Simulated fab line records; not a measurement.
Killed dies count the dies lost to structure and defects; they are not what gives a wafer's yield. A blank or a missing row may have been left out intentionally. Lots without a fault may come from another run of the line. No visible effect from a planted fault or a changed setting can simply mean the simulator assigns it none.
Matching of chambers ; flow n5 finfet ; N5_DUMMY_GATE_ETCH_32 on rie si-04 has 4 sister chambers
The step etches SiO2 in CF4, target depth 3.5 nm, time 3.9 s. 14 wafers are shown with their chamber, then 7 later ones without.

== WAFERS, EACH WITH ITS CHAMBER ==
wafer;chamber;throttle valve pct (%);drypump motor current A (A);oes product au (a.u.)
L074.1;0;21.33;6.5;1.023
L074.4;1;22.05;5.5;1.004
L074.5;0;21.33;6.4;1.036
L076.2;0;21.35;6.4;1.041
L076.4;3;21.82;5.8;0.985
L076.6;3;21.79;5.8;0.984
L078.2;0;21.33;6.4;1.033
L078.3;3;21.80;5.8;0.977
L078.4;2;22.07;4.9;0.981
L087.2;3;21.81;5.8;0.980
L087.4;0;21.35;6.5;1.042
L087.6;2;22.07;4.9;0.979
L088.1;3;21.82;5.8;0.986
L088.3;0;21.34;6.5;1.031

SIGNATURES, as means of the wafers listed above
reading;chamber 0;chamber 1;chamber 2;chamber 3;scatter within a chamber
throttle valve pct;21.3383;22.0500;22.0700;21.8080;0.0108
drypump motor current A;6.450;5.500;4.900;5.800;0.0387
oes product au;1.03433;1.00400;0.98000;0.98240;0.00554
Rule: a wafer lies at a distance from a chamber equal to the root of the sum of squares, over the readings, of (its reading less the chamber's mean, divided by the reading's scatter). If the next closest chamber is less than 2 further off than the closest, the wafer can't be placed; otherwise it belongs to the closest. The scatter: take each reading less its chamber's mean, square it, sum over the shown wafers, divide by the number of wafers less the number of chambers, and take the root.

== WAFERS MISSING THEIR CHAMBER ==
wafer;throttle valve pct (%);drypump motor current A (A);oes product au (a.u.)
L088.5;22.08;4.8;0.986
L090.2;21.80;5.8;0.973
L090.3;22.05;5.5;1.003
L090.4;22.06;4.8;0.973
L095.1;21.80;5.8;0.987
L095.3;21.34;6.4;1.032
L095.5;22.08;4.8;0.981

== CHAMBER TAKEN BY EACH ==
wafer;from the rows above;in truth
L088.5;2;2
L090.2;3;3
L090.3;1;1
L090.4;2;2
L095.1;3;3
L095.3;0;0
L095.5;2;2
Correct placement for 7 of the 7. Not placeable from these rows: 0. Number placed wrongly: 0.
